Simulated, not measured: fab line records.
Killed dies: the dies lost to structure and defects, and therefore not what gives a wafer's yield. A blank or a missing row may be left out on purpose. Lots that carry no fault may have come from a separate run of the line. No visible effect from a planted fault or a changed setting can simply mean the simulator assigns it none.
Split-lot study + flow n5 finfet + on a route of 1938 steps: 7 lots, 39 wafers read

## ON THE SPLIT
At N5_FIN_SAQP_SPACER2_ALD_28 (deposits SiO2, target thk 8.1 nm, pulse time 1 s, purge time 2 s), the setting target thk a was moved away from the recipe's 81 angstrom on 15 of the 39 wafers read, by -32.6% to +53.5%. For the rest of the wafers, this setting stayed at what the recipe calls for.

## FROM THE SPLIT TO THE READING: what the file shows between them, 9 steps
- N5_FIN_SAQP_SPACER2_ETCHBACK_29: etches SiO2 in CHF3/O2, target depth 12.2 nm, time 6.1 s
- N5_FIN_SAQP_MANDREL2_REMOVE_60: chemistry HBr/Cl2/O2, target a-Si, stops on SiNx, bt time 10 s
- N5_FIN_SAQP_CD_MEAS_31: target cd 8 nm
- N5_FIN_SAQP_HM_OPEN_33: chemistry CH3F/O2, target SiNx, target depth 49.4 nm, time 70.6 s
- N5_FIN_SAQP_ETCH_34: etches SiO2 in C4F6/O2, target depth 45 nm, time 15 s
- N5_FIN_SAQP_STRIP_77: strips in N2/H2, time 90 s
- N5_FIN_SAQP_HM_CD_35: target cd 8 nm
- N5_FIN_SAQP_ETCH_64: etches SiO2 in CF4, target depth 1.5 nm
- N5_FIN_SAQP_FIN_ETCH_36: etches the open film in HBr/Cl2/O2, target depth 120 nm, time 50.4 s

## THE READING
At N5_FIN_SAQP_CD_MEAS_37: cd nm in nanometres, against a target cd of 8 nm. A value of 8.10 nm with a standard deviation of 0.23 nm is what fault-free wafers of this fab line usually give.

| wafer  | tool, chamber at the split | target thk a as run, angstrom | against the recipe | cd nm, nm | against lot-mates on the recipe |
|--------|----------------------------|-------------------------------|--------------------|-----------|---------------------------------|
| L075.1 | ald sin-02, 1,2            | 81                            | recipe             | 8.07      | -                               |
| L075.2 | ald sin-02, 2,3,0          | 54.57                         | -32.6%             | 5.62      | -2.49                           |
| L075.3 | ald sin-02, 2,3,0          | 54.57                         | -32.6%             | 5.49      | -2.62                           |
| L075.4 | ald sin-02, 2,3,0          | 54.57                         | -32.6%             | 5.34      | -2.77                           |
| L075.5 | ald sin-02, 1,2            | 81                            | recipe             | 7.99      | -                               |
| L075.6 | ald sin-02, 3              | 81                            | recipe             | 8.28      | -                               |
| L077.1 | ald sin-03, 1              | 81                            | recipe             | 8.16      | -                               |
| L077.2 | ald sin-03, 2,3            | 81                            | recipe             | 8.09      | -                               |
| L077.3 | ald sin-03, 0,2,1          | 60.1                          | -25.8%             | 5.99      | -2.06                           |
| L077.4 | ald sin-03, 2,3            | 81                            | recipe             | 7.89      | -                               |
| L077.5 | ald sin-03, 0,2,1          | 60.1                          | -25.8%             | 6.08      | -1.97                           |
| L077.6 | ald sin-03, 0,2,1          | 60.1                          | -25.8%             | 5.66      | -2.39                           |
| L080.1 | ald sin-02, 0,1,0          | 81                            | recipe             | 8.22      | -                               |
| L080.2 | ald sin-02, 2,3,3          | 124.3                         | +53.5%             | 12.47     | +4.33                           |
| L080.3 | ald sin-02, 2,3,3          | 124.3                         | +53.5%             | 12.31     | +4.17                           |
| L080.4 | ald sin-02, 0,1,0          | 81                            | recipe             | 8.08      | -                               |
| L080.5 | ald sin-02, 0,1,0          | 81                            | recipe             | 8.11      | -                               |
| L080.6 | ald sin-02, 2,3,3          | 124.3                         | +53.5%             | 12.05     | +3.91                           |
| L083.2 | ald sin-03, 0              | 81                            | recipe             | 8.04      | -                               |
| L083.4 | ald sin-03, 3              | 81                            | recipe             | 8.06      | -                               |
| L083.6 | ald sin-03, 0              | 81                            | recipe             | 8.06      | -                               |
| L085.1 | ald sin-03, 1,3            | 81                            | recipe             | 8.36      | -                               |
| L085.2 | ald sin-03, 0,2,1          | 107.7                         | +33.0%             | 10.81     | +2.57                           |
| L085.3 | ald sin-03, 1,3            | 81                            | recipe             | 8.15      | -                               |
| L085.4 | ald sin-03, 0,2,1          | 107.7                         | +33.0%             | 10.97     | +2.73                           |
| L085.5 | ald sin-03, 0              | 81                            | recipe             | 8.20      | -                               |
| L085.6 | ald sin-03, 0,2,1          | 107.7                         | +33.0%             | 10.53     | +2.29                           |
| L087.1 | ald sin-03, 3,1,2          | 81                            | recipe             | 7.74      | -                               |
| L087.2 | ald sin-03, 3,1,2          | 81                            | recipe             | 8.03      | -                               |
| L087.3 | ald sin-03, 3,1,2          | 81                            | recipe             | 8.17      | -                               |
| L087.4 | ald sin-03, 0,2            | 100.9                         | +24.6%             | 9.92      | +1.94                           |
| L087.5 | ald sin-03, 0,2            | 100.9                         | +24.6%             | 9.83      | +1.85                           |
| L087.6 | ald sin-03, 3              | 100.9                         | +24.6%             | 10.03     | +2.05                           |
| L094.1 | ald sin-01, 3,0,2,2,3      | 81                            | recipe             | 8.44      | -                               |
| L094.2 | ald sin-01, 3,0,2,2,3      | 81                            | recipe             | 8.16      | -                               |
| L094.3 | ald sin-01, 3,0,2,2,3      | 81                            | recipe             | 8.23      | -                               |
| L094.4 | ald sin-01, 3,0,2,2,3      | 81                            | recipe             | 8.35      | -                               |
| L094.5 | ald sin-01, 3,0,2,2,3      | 81                            | recipe             | 8.72      | -                               |
| L094.6 | ald sin-01, 0              | 81                            | recipe             | 8.41      | -                               |
If several chambers appear in one row, that row covers several wafers at once and the file leaves open which wafer was in which chamber.

THE FIT
A straight line over all 39 wafers: cd nm changes by +0.0792 nm for each +1% of target thk a; r = +0.99; the points scatter about the line by 0.2 nm.
The same after taking each lot's own level away (the mean of its wafers on the recipe; 39 wafers): +0.0788 nm for each +1%; r = +1.00; scatter 0.15 nm.
Per that fit: largest target thk a move, reading shift of 4.2 nm.
The span of the lots' own levels, 7.980 to 8.385 nm, comes to 1.8 times the standard deviation stated above.
The two slopes are in agreement: the lot-to-lot level therefore moves the slope only a little.
Check: for one of the wafers moved furthest among these (+53.5%), held out of the fit, the line's prediction against its lot-mates is +4.16 nm. It came out at +4.33 nm against them.

## THE WHOLE CHAIN: every reading that the file lists as answering this split, in the file's order
| step                           | what it does                                                         | reading                                                                                 | change (the file's fit)                | r (the file's) |
|--------------------------------|----------------------------------------------------------------------|-----------------------------------------------------------------------------------------|----------------------------------------|----------------|
| N5_FIN_SAQP_SPACER2_ALD_28     | deposits SiO2, target thk 8.1 nm, pulse time 1 s, purge time 2 s     | SiO2_of_FIN_SAQP_SPACER2_ALD_28.thk nm (the simulator's own value, which no gauge read) | +0.0817 nm for each +1% of the setting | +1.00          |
| N5_FIN_SAQP_MANDREL2_REMOVE_60 | chemistry HBr/Cl2/O2, target a-Si, stops on SiNx, bt time 10 s       | FIN_SAQP.cd nm (the simulator's own value, which no gauge read)                         | +0.0797 nm for each +1% of the setting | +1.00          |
| N5_FIN_SAQP_CD_MEAS_31         | target cd 8 nm                                                       | cd nm                                                                                   | +0.082 nm for each +1% of the setting  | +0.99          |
| N5_FIN_SAQP_HM_CD_35           | target cd 8 nm                                                       | cd nm                                                                                   | +0.0773 nm for each +1% of the setting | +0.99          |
| N5_FIN_SAQP_ETCH_64            | etches SiO2 in CF4, target depth 1.5 nm                              | FIN_SAQP.cd nm (the simulator's own value, which no gauge read)                         | +0.0787 nm for each +1% of the setting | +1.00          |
| N5_FIN_SAQP_FIN_ETCH_36        | etches the open film in HBr/Cl2/O2, target depth 120 nm, time 50.4 s | FIN_SAQP.cd nm (the simulator's own value, which no gauge read)                         | +0.0781 nm for each +1% of the setting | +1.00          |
| N5_FIN_SAQP_CD_MEAS_37         | target cd 8 nm                                                       | cd nm                                                                                   | +0.0786 nm for each +1% of the setting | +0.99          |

## FILE'S OWN FIT
cd nm changes by +0.0786 nm for each +1% of target thk a, r = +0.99.
